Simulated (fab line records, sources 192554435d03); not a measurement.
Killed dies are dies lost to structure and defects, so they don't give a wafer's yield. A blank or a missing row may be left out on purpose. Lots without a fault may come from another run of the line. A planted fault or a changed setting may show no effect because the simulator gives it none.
fab line records | flow n5_finfet
record lots=24 wafers=72 last_day=20
route steps=1938 shown BEOL_M9@1419 BEOL_M10@1472 BEOL_M11@1570
lots that met no fault: from a run of the same line without faults
start_h: hours from the record's first day to the start of the lot's first wafer shown | wait_h: hours since the lot's step before | " the same as in the row above | L1.1+2: a row that stands for several wafers | - no value, or no start given | * or withheld: withheld | < > ~ a bound
route shown NAME@n: a module of which the file shows steps, and the number in the route of the first | usual: mean/standard deviation of fault-free wafers | same: alike in all rows | chamber/n: place in a boat | sites: the reading at each site | _std_site: their standard deviation | _edge_site: outer sites' mean less inner sites' | radius_mm: how far each site lies from the wafer's centre | mask NAME#n: copy n | behind: the tool/chamber that last shaped the wafer | hold: why the lot was held/for how many hours/how that ended | device: the transistor (n, p or np) that didn't switch | end of line: the same wafers' tests at the end of the route | a step without rows: its recipe alone | killed: dies lost to structure and defects at the first sort, not the wafer's yield | map: a wafer's dies, x killed, . not, _ none there
set.NAME: the setting as run; set.NAME@STEP: as run at that earlier step | model.NAME: the simulator's own value behind a step, which no gauge read
steps of the route over a sample of lots; a table a step, a row a wafer
services: from which hour (start_h, from the record's first day; less than 0 if before it) a tool's chamber was out of use, for how many hours, and why
## steps
# step N5_BEOL_M9_ETCH_62
# recipe chemistry=N2/H2 target=SOC target_depth_a=1100 overetch_a=220 mask_material=SiARC temp_c=40 time_s=165 ion_energy_ev=200 pressure_mtorr=30 source_w=840 bias_w=150 n2_flow_sccm=200 h2_flow_sccm=200
# usual chamber_pressure_mTorr=30.001/0.029 drypump_motor_current_A=5.7/0.45 oes_product_au=0.67/0.065 rf_vpp_V=523.7/2.4 showerhead_plenum_p_Torr=2.54/0.087 throttle_valve_pct=17.82/0.22
# columns lot.wafer tool chamber start_h wait_h chamber_pressure_mTorr drypump_motor_current_A oes_product_au rf_hours_counter_h rf_vpp_V showerhead_plenum_p_Torr throttle_valve_pct
L074.1 rie_diel-03 1 232.94 0.0 30.060 6.0 0.60 234 525.9 2.61 18.06
L074.3 " 0 " " 30.014 4.8 0.70 56 522.0 2.48 17.56
L074.5 " 3 " " 29.972 5.5 0.75 - 527.9 2.71 17.61
L077.2 rie_diel-03 3 242.40 0.0 30.033 5.5 0.74 33 528.4 2.71 17.62
L077.5 " 1 " " 29.983 6.1 0.60 - 526.0 2.61 18.09
L077.6 " 0 " " 30.078 4.8 0.70 - 521.1 2.48 17.56
L079.1 rie_diel-06 2 243.59 0.0 29.963 6.5 0.63 175 520.5 2.42 17.63
L079.3 " 0 " " 30.044 5.2 0.77 26 521.9 2.49 17.59
L079.5 " 2 " " 29.939 6.5 0.62 - 520.2 2.42 17.63
L076.1 rie_diel-02 3 244.07 0.0 30.006 5.8 0.65 110 521.4 2.46 18.17
L076.2 " 2 " " 30.017 6.0 0.61 183 526.9 2.63 17.86
L076.4 " 2 " " 30.059 6.0 0.62 - 526.4 2.63 17.83
L075.2 rie_diel-02 3 245.79 0.0 29.995 5.8 0.65 111 522.2 2.46 18.16
L075.3 " 2 " " 29.958 6.0 0.61 184 526.4 2.63 17.85
L075.6 " 2 " " 30.040 6.0 0.62 - 526.6 2.63 17.85
L078.1 rie_diel-06 0 254.77 0.0 29.988 5.2 0.76 29 522.6 2.48 17.58
L078.4 " 2 " " 29.950 6.5 0.62 - 520.8 2.42 17.63
L078.6 " 1 " " 30.015 5.6 0.59 - 525.9 2.62 18.27
L080.1 rie_diel-03 2 268.90 0.0 29.975 5.3 0.80 11 527.4 2.71 17.69
L080.3 " 0 " " 30.015 4.7 0.69 70 523.1 2.47 17.59
L080.5 " 1 " " 29.999 6.1 0.59 - 526.7 2.61 18.10
L081.2 rie_diel-02 2 271.70 0.0 29.977 6.0 0.60 193 526.4 2.62 17.86
L081.5 " 1 " " 30.025 6.3 0.75 - 525.2 2.58 17.65
L081.6 " 2 " " 30.013 6.0 0.61 - 526.0 2.62 17.86
L082.2 rie_diel-02 1 293.42 0.0 30.028 6.3 0.74 44 526.0 2.58 17.65
L082.3 " 3 " " 30.011 5.8 0.64 127 523.1 2.45 18.17
L082.5 " 3 " " 30.014 5.8 0.64 - 522.0 2.45 18.19
L085.2 rie_diel-02 3 294.13 0.0 30.027 5.8 0.64 127 519.3 2.45 18.19
L085.3 " 1 " " 30.000 6.2 0.73 45 526.3 2.58 17.66
L085.4 " 2 " " 29.981 6.0 0.61 200 526.4 2.62 17.86
L084.2 rie_diel-02 2 327.49 0.0 29.960 6.0 0.60 210 526.8 2.61 17.88
L084.4 " 0 " " 29.984 5.6 0.71 66 521.7 2.47 17.68
L084.5 " 3 " " 29.993 5.8 0.63 - 520.4 2.45 18.19
L086.2 rie_diel-06 1 331.42 0.0 30.062 5.6 0.58 249 525.5 2.61 18.30
L086.3 " 3 " " 30.036 5.4 0.58 239 522.2 2.51 18.16
L086.4 " 2 " " 30.015 6.5 0.61 196 521.0 2.41 17.67
L089.2 rie_diel-06 2 342.03 0.0 29.949 6.4 0.61 198 520.2 2.41 17.67
L089.3 " 3 " " 29.979 5.4 0.57 242 522.5 2.51 18.14
L089.5 " 0 " " 30.008 5.2 0.73 - 522.4 2.47 17.60
L083.3 rie_diel-02 2 345.87 0.0 30.031 6.1 0.60 214 524.5 2.61 17.89
L083.4 " 1 " " 30.008 6.3 0.71 58 524.8 2.58 17.69
L083.5 " 1 " " 29.993 6.3 0.72 - 524.2 2.58 17.68
L087.1 rie_diel-02 0 347.62 0.0 30.016 5.6 0.72 71 523.4 2.47 17.70
L087.4 " 3 " " 29.999 5.8 0.63 142 520.8 2.45 18.22
L087.6 " 3 " " 30.050 5.8 0.63 - 522.0 2.45 18.20
L088.1 rie_diel-02 0 348.25 0.0 30.052 5.6 0.71 71 521.8 2.47 17.70
L088.2 " 3 " " 29.959 5.8 0.63 142 522.4 2.45 18.21
L088.4 " 2 " " 29.994 6.0 0.60 215 525.8 2.61 17.90
L090.2 rie_diel-03 2 354.98 0.0 29.979 5.3 0.75 36 526.9 2.70 17.73
L090.3 " 0 " " 30.014 4.8 0.67 96 521.6 2.46 17.62
L090.6 " 3 " " 30.001 5.5 0.71 - 528.7 2.69 17.68
L093.3 rie_diel-03 0 371.65 0.0 29.979 4.8 0.66 100 522.3 2.46 17.63
L093.4 " 3 " " 30.011 5.5 0.70 72 526.8 2.69 17.68
L093.5 " 0 " " 30.003 4.8 0.66 - 521.5 2.46 17.63
L092.1 rie_diel-02 3 374.15 0.0 29.976 5.8 0.63 149 520.3 2.45 18.20
L092.2 " 2 " " 29.963 6.1 0.59 222 527.0 2.61 17.89
L092.6 " 0 " " 29.957 5.6 0.71 - 522.0 2.46 17.70
L091.1 rie_diel-02 0 378.95 0.0 29.973 5.6 0.70 81 523.3 2.46 17.72
L091.3 " 3 " " 30.010 5.8 0.63 151 521.9 2.44 18.24
L091.6 " 2 " " 30.019 6.0 0.59 - 526.9 2.61 17.90
L094.1 rie_diel-02 0 379.51 0.0 30.020 5.6 0.71 81 522.9 2.46 17.71
L094.2 " 2 " " 29.993 6.0 0.59 224 525.3 2.61 17.91
L094.3 " 3 " " 30.031 5.8 0.62 151 520.0 2.44 18.22
L097.1 rie_diel-03 2 391.84 0.0 30.027 5.3 0.74 47 527.5 2.69 17.76
L097.2 " 0 " " 29.980 4.7 0.65 107 520.1 2.46 17.64
L097.5 " 3 " " 29.992 5.5 0.69 - 527.1 2.69 17.69
L095.4 rie_diel-02 2 392.59 0.0 29.988 6.1 0.59 228 524.1 2.61 17.93
L095.5 " 0 " " 30.027 5.6 0.70 - 521.3 2.46 17.73
L095.6 " 1 " " 29.987 6.3 0.71 - 525.6 2.57 17.72
L096.2 rie_diel-06 0 404.40 0.0 29.972 5.2 0.72 69 522.8 2.47 17.65
L096.3 " 1 " " 29.999 5.6 0.83 2 523.9 2.61 17.84
L096.6 " 0 " " 29.981 5.2 0.71 - 522.1 2.47 17.65
# step N5_BEOL_M9_ANNEAL_51
# recipe temp_c=225 time_s=90 ambient=N2
# usual wafer_temp_C_max=226.0/0.36
# columns lot.wafer tool chamber start_h wait_h wafer_temp_C_max
L074.1 rtp_anneal-02 0 239.58 0.1 226.7
L074.3 " 0 " " 226.5
L074.5 " 0 " " 226.5
L079.1 rtp_anneal-01 0 246.64 0.1 226.0
L079.3 " 0 " " 225.7
L079.5 " 0 " " 225.9
L077.2 rtp_anneal-01 0 246.95 0.2 225.5
L077.5 " 0 " " 225.7
L077.6 " 0 " " 225.6
L076.1 rtp_anneal-02 0 247.51 0.1 226.6
L076.2 " 0 " " 225.8
L076.4 " 0 " " 226.1
L075.2 rtp_anneal-02 0 251.11 0.1 226.4
L075.3 " 0 " " 225.8
L075.6 " 0 " " 226.4
L078.1 rtp_anneal-01 0 260.89 0.1 225.7
L078.4 " 0 " " 226.0
L078.6 " 0 " " 225.7
L080.1 rtp_anneal-01 0 274.05 0.1 225.9
L080.3 " 0 " " 225.9
L080.5 " 0 " " 226.0
L081.2 rtp_anneal-02 0 275.84 0.4 226.1
L081.5 " 0 " " 226.2
L081.6 " 0 " " 226.5
L082.2 rtp_anneal-01 0 297.33 0.1 225.8
L082.3 " 0 " " 225.8
L082.5 " 0 " " 225.7
L085.2 rtp_anneal-01 0 299.43 0.1 226.0
L085.3 " 0 " " 225.8
L085.4 " 0 " " 225.4
L084.2 rtp_anneal-01 0 334.00 0.3 225.6
L084.4 " 0 " " 226.3
L084.5 " 0 " " 226.0
L086.2 rtp_anneal-02 0 337.00 0.1 226.7
L086.3 " 0 " " 226.0
L086.4 " 0 " " 226.4
L089.2 rtp_anneal-02 0 345.77 0.1 226.5
L089.3 " 0 " " 225.8
L089.5 " 0 " " 226.0
L083.3 rtp_anneal-02 0 348.69 0.1 226.5
L083.4 " 0 " " 226.1
L083.5 " 0 " " 226.6
L088.1 rtp_anneal-02 0 352.67 0.1 226.5
L088.2 " 0 " " 226.4
L088.4 " 0 " " 226.2
L087.1 rtp_anneal-01 0 353.57 0.1 225.4
L087.4 " 0 " " 225.8
L087.6 " 0 " " 225.3
L090.2 rtp_anneal-02 0 359.47 0.1 226.7
L090.3 " 0 " " 226.5
L090.6 " 0 " " 226.3
L093.3 rtp_anneal-01 0 375.62 0.3 225.5
L093.4 " 0 " " 225.7
L093.5 " 0 " " 225.8
L092.1 rtp_anneal-02 0 380.10 0.4 226.1
L092.2 " 0 " " 226.3
L092.6 " 0 " " 226.9
L091.1 rtp_anneal-01 0 385.71 0.1 226.0
L091.3 " 0 " " 225.7
L091.6 " 0 " " 226.1
L094.1 rtp_anneal-01 0 386.66 0.1 225.8
L094.2 " 0 " " 226.2
L094.3 " 0 " " 225.6
L097.1 rtp_anneal-02 0 396.82 0.5 226.1
L097.2 " 0 " " 226.3
L097.5 " 0 " " 226.7
L095.4 rtp_anneal-02 0 397.27 0.2 226.2
L095.5 " 0 " " 226.4
L095.6 " 0 " " 226.3
L096.2 rtp_anneal-02 0 409.48 0.5 226.4
L096.3 " 0 " " 226.6
L096.6 " 0 " " 226.0
# step N5_BEOL_M9_CMP_52
# recipe stop_on=SiCOH_lowk t_overpolish_s=7 down_force_psi=1 platen_rpm=50 clearing_platen_down_force_psi=1.5 clearing_platen_rpm=50 post_cmp_clean=cu_alkaline target_thk_nm=140 clearing_platen_pad_velocity_m_s=0.99484 pad_velocity_m_s=0.99484
# usual barrier_field_endpoint_s=29.0/0.61 motor_current_A=5.8/0.77 overpolish_run_s=7.000/0.01 slurry_filter_dp_kPa=13.51/0.14 time_to_endpoint_s=66.5/2.7
# columns lot.wafer tool chamber start_h wait_h barrier_field_endpoint_s motor_current_A overpolish_run_s slurry_filter_dp_kPa time_to_endpoint_s
L074.1 cmp-03 1 239.95 0.3 29.0 5.5 6.997 13.23 66.1
L074.3 " 2 " " 29.8 6.8 6.994 13.47 69.2
L074.5 " 3 " " 28.9 5.7 7.008 13.65 66.0
L079.3 cmp-03 1 246.99 0.2 29.5 5.8 7.006 13.73 70.5
L079.1 " 3 " " 29.1 5.9 6.995 13.60 68.8
L079.5 " 0 " " 29.7 4.7 6.997 13.57 71.9
L077.2 cmp-04 1 247.22 0.2 28.2 5.1 7.007 13.54 65.9
L077.6 " 1 " " 29.5 5.0 6.998 13.59 68.1
L077.5 " 2 " " 29.0 6.3 7.004 13.40 68.4
L076.4 cmp-04 3 247.99 0.3 28.8 6.3 6.992 13.45 65.7
L076.2 " 0 " " 28.4 6.8 6.997 13.52 63.0
L076.1 " 1 " " 27.7 4.8 6.996 13.51 64.1
L075.2 cmp-04 2 251.38 0.2 29.6 6.0 6.990 13.64 69.8
L075.3 " 3 " " 28.4 6.4 7.021 13.34 65.4
L075.6 " 2 " " 29.1 6.2 6.989 13.35 67.0
L078.1 cmp-03 3 261.23 0.3 29.1 5.9 7.020 13.41 65.3
L078.4 " 0 " " 29.4 5.0 7.010 13.48 62.8
L078.6 " 3 " " 29.7 5.8 7.007 13.36 66.3
L080.3 cmp-03 0 274.62 0.3 28.3 4.8 7.010 13.33 65.4
L080.1 " 2 " " 28.7 7.2 6.984 13.39 69.4
L080.5 " 0 " " 28.6 4.9 7.002 13.74 66.0
L081.2 cmp-04 1 276.20 0.3 28.8 5.5 6.994 13.77 64.7
L081.5 " 2 " " 29.0 6.2 7.015 13.32 65.3
L081.6 " 3 " " 28.3 5.9 6.975 13.50 65.4
L082.3 cmp-01 1 297.62 0.2 29.8 6.4 7.008 13.73 70.5
L082.2 " 3 " " 29.7 4.8 6.976 13.26 69.5
L082.5 " 0 " " 29.5 4.7 6.987 13.55 67.8
L085.2 cmp-03 0 299.69 0.2 29.4 5.1 6.991 13.42 68.8
L085.3 " 2 " " 29.6 7.1 7.007 13.35 65.3
L085.4 " 3 " " 29.6 5.7 7.015 13.30 67.8
L084.2 cmp-04 3 334.30 0.3 28.3 6.5 7.003 13.48 64.3
L084.4 " 0 " " 27.9 6.8 6.994 13.19 61.5
L084.5 " 2 " " 28.8 5.8 6.992 13.59 66.7
L086.2 cmp-01 0 337.25 0.2 28.6 4.6 7.002 13.66 66.6
L086.4 " 2 " " 27.8 5.5 7.000 13.69 64.6
L086.3 " 3 " " 28.9 4.7 7.015 13.52 68.2
L089.2 cmp-01 3 346.02 0.2 28.5 4.9 6.989 13.30 64.6
L089.3 " 0 " " 27.9 5.0 7.001 13.50 63.3
L089.5 " 3 " " 29.1 4.9 7.003 13.68 65.4
L083.4 cmp-01 3 348.93 0.2 29.5 4.8 7.011 13.50 66.9
L083.3 " 1 " " 28.6 6.3 7.000 13.35 69.2
L083.5 " 3 " " 29.5 4.7 7.003 13.47 68.3
L088.2 cmp-03 1 353.01 0.2 28.9 5.5 7.005 13.59 65.1
L088.4 " 2 " " 28.5 7.7 7.006 13.25 64.5
L088.1 " 3 " " 28.0 5.7 6.985 13.67 62.7
L087.1 cmp-03 3 353.88 0.3 28.7 6.0 7.003 13.44 65.4
L087.4 " 1 " " 29.0 5.7 7.011 13.38 64.1
L087.6 " 0 " " 28.1 4.6 7.005 13.63 63.8
L090.3 cmp-03 2 359.73 0.2 29.5 6.9 6.998 13.43 66.9
L090.2 " 3 " " 28.6 6.0 7.008 13.76 58.8
L090.6 " 2 " " 30.9 6.9 6.977 13.25 65.3
L093.4 cmp-03 3 375.83 0.1 29.4 5.8 7.015 13.43 66.2
L093.3 " 2 " " 30.0 7.0 6.989 13.56 71.0
L093.5 " 0 " " 29.8 4.9 7.001 13.53 67.0
L092.1 cmp-01 3 380.45 0.3 29.0 4.7 7.011 13.35 68.9
L092.2 " 1 " " 29.6 6.2 7.011 13.67 71.0
L092.6 " 3 " " 28.6 4.7 6.990 13.36 65.8
L091.3 cmp-03 2 386.01 0.2 28.9 7.3 7.000 13.38 66.4
L091.1 " 3 " " 28.5 6.2 7.005 13.45 64.7
L091.6 " 2 " " 28.8 7.1 6.994 13.40 64.0
L094.1 cmp-01 0 387.03 0.3 29.5 4.9 6.986 13.59 67.7
L094.2 " 1 " " 29.5 6.5 6.993 13.51 71.7
L094.3 " 2 " " 29.0 5.4 7.013 13.47 65.3
L097.1 cmp-04 3 397.17 0.3 29.4 6.6 7.010 13.49 68.3
L097.2 " 0 " " 28.9 6.9 6.995 13.68 69.8
L097.5 " 3 " " 30.3 6.3 7.003 13.61 71.5
L095.4 cmp-04 1 397.43 0.1 29.5 5.4 6.980 13.32 66.4
L095.5 " 1 " " 29.3 5.2 6.989 13.62 66.0
L095.6 " 2 " " 29.3 5.9 7.009 13.64 64.0
L096.3 cmp-01 2 409.81 0.2 29.5 5.6 7.015 13.57 66.2
L096.2 " 3 " " 29.2 5.0 6.991 13.54 68.4
L096.6 " 0 " " 30.5 5.0 7.003 13.47 67.2
# step N5_BEOL_M10_THK_MEAS_01
# recipe reads=SiCOH_lowk_of_BEOL_M10_ILD_DEP_00
# usual M10_ILD_THK=268/3.7
# columns lot.wafer tool chamber start_h wait_h M10_ILD_THK[nm]
L074.1 film_metro-01 - 242.35 0.4 263
L074.3 " - " " 263
L074.5 " - " " 267
L079.1 film_metro-01 - 248.03 0.4 267
L079.3 " - " " 263
L079.5 " - " " 270
L077.2 film_metro-02 - 248.52 0.4 270
L077.5 " - " " 271
L077.6 " - " " 273
L076.1 film_metro-02 - 249.04 0.4 271
L076.2 " - " " 267
L076.4 " - " " 269
L075.2 film_metro-02 - 252.46 0.4 267
L075.3 " - " " 266
L075.6 " - " " 268
L078.1 film_metro-02 - 262.27 0.4 265
L078.4 " - " " 268
L078.6 " - " " 275
L080.1 film_metro-01 - 275.70 0.4 265
L080.3 " - " " 263
L080.5 " - " " 271
L081.2 film_metro-01 - 277.17 0.4 269
L081.5 " - " " 271
L081.6 " - " " 273
L082.2 film_metro-02 - 298.67 0.4 271
L082.3 " - " " 267
L082.5 " - " " 272
L085.2 film_metro-02 - 300.77 0.4 262
L085.3 " - " " 261
L085.4 " - " " 268
L084.2 film_metro-02 - 335.35 0.4 268
L084.4 " - " " 270
L084.5 " - " " 270
L086.2 film_metro-01 - 338.33 0.4 266
L086.3 " - " " 261
L086.4 " - " " 266
L089.2 film_metro-02 - 347.10 0.4 261
L089.3 " - " " 268
L089.5 " - " " 270
L083.3 film_metro-02 - 349.98 0.3 268
L083.4 " - " " 273
L083.5 " - " " 270
L088.1 film_metro-01 - 354.53 0.8 263
L088.2 " - " " 265
L088.4 " - " " 268
L087.1 film_metro-02 - 355.10 0.4 268
L087.4 " - " " 272
L087.6 " - " " 275
L090.2 film_metro-01 - 361.30 0.7 264
L090.3 " - " " 264
L090.6 " - " " 269
L093.3 film_metro-02 - 377.02 0.3 265
L093.4 " - " " 270
L093.5 " - " " 273
L092.1 film_metro-02 - 381.50 0.4 269
L092.2 " - " " 268
L092.6 " - " " 275
L091.1 film_metro-02 - 387.61 0.8 270
L091.3 " - " " 269
L091.6 " - " " 273
L094.1 film_metro-01 - 388.12 0.4 268
L094.2 " - " " 267
L094.3 " - " " 270
L097.1 film_metro-01 - 398.25 0.4 269
L097.2 " - " " 269
L097.5 " - " " 271
L095.4 film_metro-01 - 398.52 0.2 274
L095.5 " - " " 271
L095.6 " - " " 274
L096.2 film_metro-01 - 410.85 0.4 263
L096.3 " - " " 266
L096.6 " - " " 268
# step N5_BEOL_M10_ETCH_61
# recipe chemistry=CF4 target=SiARC target_depth_a=390 mask_material=CAR-ArF time_s=65 ion_energy_ev=80 pressure_mtorr=40 source_w=545 bias_w=36 Ar_flow_sccm=100 cf4_flow_sccm=100 ends=cleared
# usual chamber_pressure_mTorr=40.00/0.04 drypump_motor_current_A=5.8/0.51 etch_rf_on_time_s=65.2/0.8 oes_product_au=0.67/0.06 rf_vpp_V=184.0/1.1 showerhead_plenum_p_Torr=2.14/0.05 throttle_valve_pct=15.66/0.24
# columns lot.wafer tool chamber start_h wait_h chamber_pressure_mTorr drypump_motor_current_A etch_rf_on_time_s oes_product_au rf_hours_counter_h rf_vpp_V showerhead_plenum_p_Torr throttle_valve_pct
L074.1 rie_diel-05 3 244.11 0.0 39.95 6.0 64.3 0.68 112 182.1 2.07 15.81
L074.3 " 2 " " 40.03 6.1 64.5 0.61 216 184.4 2.20 15.96
L074.5 " 1 " " 39.92 6.6 63.9 0.65 - 185.2 2.14 15.51
L079.1 rie_diel-01 2 248.88 0.0 39.99 5.0 64.1 0.81 9 183.8 2.19 15.19
L079.3 " 0 " " 40.05 6.5 65.3 0.71 80 183.9 2.08 15.54
L079.5 " 3 " " 40.02 5.2 64.4 0.64 - 183.6 2.14 15.90
L077.2 rie_diel-05 0 250.87 0.0 40.00 5.7 66.3 0.67 97 186.9 2.25 15.70
L077.5 " 1 " " 40.02 6.6 65.1 0.65 - 183.8 2.14 15.51
L077.6 " 0 " " 39.97 5.7 66.3 0.68 - 185.1 2.25 15.72
L076.1 rie_diel-05 0 251.36 0.0 40.06 5.7 66.5 0.68 97 185.9 2.25 15.71
L076.2 " 2 " " 40.05 6.1 65.3 0.61 219 184.6 2.20 15.95
L076.4 " 3 " " 40.02 6.0 64.8 0.67 115 182.3 2.07 15.82
L075.2 rie_diel-01 2 255.25 0.0 39.99 5.0 64.0 0.81 11 184.4 2.19 15.20
L075.3 " 0 " " 39.97 6.5 64.9 0.71 81 183.3 2.08 15.53
L075.6 " 0 " " 39.96 6.5 64.9 0.71 - 183.1 2.08 15.53
L078.1 rie_diel-04 2 263.44 0.0 40.01 5.5 66.5 0.59 211 184.7 2.12 15.97
L078.4 " 0 " " 39.99 6.2 65.5 0.76 21 183.8 2.18 15.35
L078.6 " 3 " " 39.92 5.5 64.9 0.74 - 185.9 2.19 15.53
L080.1 rie_diel-01 0 276.58 0.0 39.98 6.6 66.0 0.69 89 183.8 2.08 15.55
L080.3 " 2 " " 39.99 5.0 64.5 0.79 19 185.4 2.19 15.21
L080.5 " 1 " " 39.99 5.6 65.4 0.62 - 184.7 2.12 15.87
L081.2 rie_diel-01 2 278.76 0.0 40.05 5.0 64.7 0.79 20 184.6 2.19 15.22
L081.5 " 2 " " 40.06 5.0 65.2 0.78 - 184.3 2.19 15.23
L081.6 " 1 " " 40.10 5.6 65.2 0.62 - 182.7 2.12 15.86
L082.2 rie_diel-04 3 300.22 0.0 40.05 5.5 64.8 0.73 62 185.4 2.18 15.54
L082.3 " 1 " " 39.99 6.2 64.1 0.76 30 183.2 2.09 15.39
L082.5 " 0 " " 39.98 6.2 64.9 0.74 - 184.7 2.18 15.39
L085.2 rie_diel-04 1 303.36 0.0 40.05 6.2 64.8 0.76 32 184.0 2.09 15.39
L085.3 " 3 " " 39.99 5.5 65.6 0.72 63 185.5 2.18 15.54
L085.4 " 0 " " 40.00 6.2 66.2 0.72 35 184.9 2.18 15.39
L084.2 rie_diel-01 2 336.35 0.0 40.02 5.0 65.0 0.76 39 184.0 2.18 15.26
L084.4 " 3 " " 40.05 5.2 65.1 0.61 186 182.9 2.13 15.96
L084.5 " 0 " " 40.02 6.5 65.8 0.67 - 183.0 2.07 15.61
L086.2 rie_diel-01 2 341.69 0.0 39.99 4.9 64.6 0.75 40 185.5 2.18 15.28
L086.3 " 3 " " 40.05 5.2 65.0 0.62 187 184.8 2.12 15.97
L086.4 " 1 " " 40.00 5.6 65.7 0.61 226 183.0 2.12 15.91
L089.2 rie_diel-04 3 348.10 0.0 39.97 5.5 65.4 0.72 76 185.8 2.18 15.57
L089.3 " 2 " " 39.96 5.5 67.7 0.57 234 183.8 2.12 16.01
L089.5 " 0 " " 39.96 6.2 67.3 0.71 - 184.4 2.18 15.39
L083.3 rie_diel-01 0 351.25 0.0 40.01 6.5 65.5 0.68 114 182.5 2.07 15.62
L083.4 " 2 " " 40.06 4.9 64.6 0.75 43 184.4 2.18 15.27
L083.5 " 1 " " 40.02 5.7 65.2 0.61 - 182.6 2.12 15.92
L088.1 rie_diel-04 1 355.25 0.0 39.95 6.2 64.5 0.73 46 182.4 2.09 15.40
L088.2 " 3 " " 39.93 5.5 64.7 0.71 77 185.1 2.18 15.58
L088.4 " 2 " " 39.99 5.5 65.9 0.57 235 184.4 2.12 16.02
L087.1 rie_diel-05 3 356.98 0.0 39.98 6.0 65.0 0.66 151 183.7 2.06 15.88
L087.4 " 1 " " 40.02 6.6 65.7 0.62 - 183.6 2.13 15.59
L087.6 " 0 " " 40.02 5.7 66.2 0.64 - 186.0 2.24 15.80
L090.2 rie_diel-01 0 362.46 0.0 40.06 6.5 66.0 0.67 117 182.0 2.07 15.62
L090.3 " 2 " " 40.03 5.0 65.3 0.74 47 184.0 2.18 15.28
L090.6 " 3 " " 39.99 5.1 64.9 0.61 - 184.1 2.12 15.99
L093.3 rie_diel-05 0 379.09 0.0 39.98 5.7 66.7 0.63 138 183.7 2.23 15.81
L093.4 " 3 " " 40.06 6.0 64.7 0.65 160 182.3 2.05 15.91
L093.5 " 0 " " 39.99 5.7 66.6 0.63 - 185.4 2.23 15.79
L092.1 rie_diel-01 3 384.79 0.0 40.01 5.2 64.6 0.60 202 182.7 2.12 16.01
L092.2 " 2 " " 40.06 5.0 64.2 0.74 55 184.7 2.17 15.29
L092.6 " 3 " " 39.94 5.2 64.1 0.61 - 184.0 2.12 16.02
L091.1 rie_diel-01 2 388.39 0.0 40.00 5.0 64.8 0.73 56 184.3 2.17 15.29
L091.3 " 3 " " 39.98 5.2 64.9 0.61 203 183.5 2.12 16.00
L091.6 " 0 " " 39.97 6.5 65.9 0.66 - 183.3 2.07 15.63
L094.1 rie_diel-04 1 390.72 0.0 40.00 6.2 65.5 0.72 57 183.4 2.08 15.44
L094.2 " 2 " " 40.00 5.5 66.9 0.56 247 184.1 2.11 16.05
L094.3 " 0 " " 40.03 6.2 65.7 0.71 60 183.7 2.17 15.44
L097.1 rie_diel-05 2 399.72 0.0 39.98 6.0 63.7 0.82 8 186.2 2.18 15.55
L097.2 " 0 " " 40.03 5.7 66.5 0.63 144 186.0 2.23 15.82
L097.5 " 0 " " 40.03 5.7 66.2 0.64 - 185.6 2.23 15.82
L095.4 rie_diel-04 3 400.14 0.0 40.04 5.5 64.5 0.70 92 185.6 2.17 15.60
L095.5 " 3 " " 39.99 5.5 65.3 0.69 - 183.6 2.17 15.61
L095.6 " 0 " " 40.01 6.2 65.7 0.70 - 185.9 2.17 15.45
L096.2 rie_diel-04 3 413.21 0.0 40.01 5.5 64.3 0.69 97 184.7 2.17 15.64
L096.3 " 1 " " 40.05 6.2 63.5 0.73 64 184.5 2.08 15.46
L096.6 " 3 " " 39.99 5.5 64.2 0.69 - 185.2 2.17 15.61
# step N5_BEOL_M11_INSPECT_30
# recipe mode=adi inspect_instrument=brightfield
# usual raw_defect_count=417/85
# columns lot.wafer tool chamber start_h wait_h raw_defect_count
L074.1 defect_inspect-01 - 254.75 0.0 435
L074.3 " - " " 403
L074.5 " - " " 365
L079.1 defect_inspect-02 - 258.07 0.0 706
L079.3 " - " " 482
L079.5 " - " " 421
L077.2 defect_inspect-02 - 261.30 0.0 473
L077.5 " - " " 485
L077.6 " - " " 545
L076.1 defect_inspect-02 - 261.47 0.0 472
L076.2 " - " " 497
L076.4 " - " " 475
L075.2 defect_inspect-01 - 267.64 0.0 367
L075.3 " - " " 392
L075.6 " - " " 386
L078.1 defect_inspect-01 - 275.17 0.0 338
L078.4 " - " " 543
L078.6 " - " " 494
L080.1 defect_inspect-02 - 284.67 0.0 456
L080.3 " - " " 357
L080.5 " - " " 457
L081.2 defect_inspect-01 - 288.99 0.0 463
L081.5 " - " " 318
L081.6 " - " " 338
L082.2 defect_inspect-01 - 312.26 0.0 392
L082.3 " - " " 353
L082.5 " - " " 369
L085.2 defect_inspect-01 - 315.62 0.0 391
L085.3 " - " " 541
L085.4 " - " " 535
L084.2 defect_inspect-02 - 346.72 0.0 557
L084.4 " - " " 593
L084.5 " - " " 424
L086.2 defect_inspect-01 - 349.63 0.0 343
L086.3 " - " " 364
L086.4 " - " " 393
L089.2 defect_inspect-02 - 355.93 0.0 375
L089.3 " - " " 451
L089.5 " - " " 309
L083.3 defect_inspect-01 - 360.75 0.0 283
L083.4 " - " " 340
L083.5 " - " " 436
L088.1 defect_inspect-01 - 365.16 0.0 370
L088.2 " - " " 335
L088.4 " - " " 401
L087.1 defect_inspect-02 - 367.57 0.0 300
L087.4 " - " " 285
L087.6 " - " " 341
L090.2 defect_inspect-02 - 372.27 0.0 540
L090.3 " - " " 450
L090.6 " - " " 437
L093.3 defect_inspect-01 - 391.51 0.0 319
L093.4 " - " " 505
L093.5 " - " " 347
L092.1 defect_inspect-02 - 394.69 0.0 469
L092.2 " - " " 479
L092.6 " - " " 451
L091.1 defect_inspect-01 - 401.30 0.0 292
L091.3 " - " " 236
L091.6 " - " " 384
L094.1 defect_inspect-01 - 401.65 0.0 487
L094.2 " - " " 319
L094.3 " - " " 474
L097.1 defect_inspect-01 - 408.51 0.0 372
L097.2 " - " " 328
L097.5 " - " " 398
L095.4 defect_inspect-02 - 411.73 0.0 374
L095.5 " - " " 551
L095.6 " - " " 432
L096.2 defect_inspect-02 - 426.68 0.0 387
L096.3 " - " " 385
L096.6 " - " " 332
## services
# columns tool chamber start_h hours kind
rie_diel-02 2 214.00 6.4 repair
rie_diel-04 0 214.62 7.9 repair
rie_diel-02 1 219.30 40.8 repair
rtp_anneal-02 - 226.87 3.0 pm
rie_diel-05 - 236.95 2.4 repair
cmp-01 - 244.45 9.3 pm
rie_diel-06 3 252.54 2.8 repair
cmp-03 - 254.32 4.0 pm
rie_diel-03 1 260.48 6.6 repair
cmp-01 - 262.96 1.1 repair
cmp-04 - 267.99 4.0 pm
rie_diel-04 2 287.32 7.5 repair
rie_diel-04 2 308.08 5.8 repair
rie_diel-05 2 313.06 5.9 repair
rie_diel-03 3 318.68 3.2 repair
cmp-01 - 323.34 3.7 repair
rie_diel-04 2 326.28 1.8 repair
cmp-01 - 331.12 4.0 pm
cmp-03 - 339.75 1.4 repair
cmp-03 - 351.50 1.3 repair
cmp-03 - 378.34 3.5 repair
rie_diel-03 2 381.01 1.2 repair
rie_diel-02 - 383.04 0.7 repair
rie_diel-03 1 388.62 8.8 repair
## key
fault none
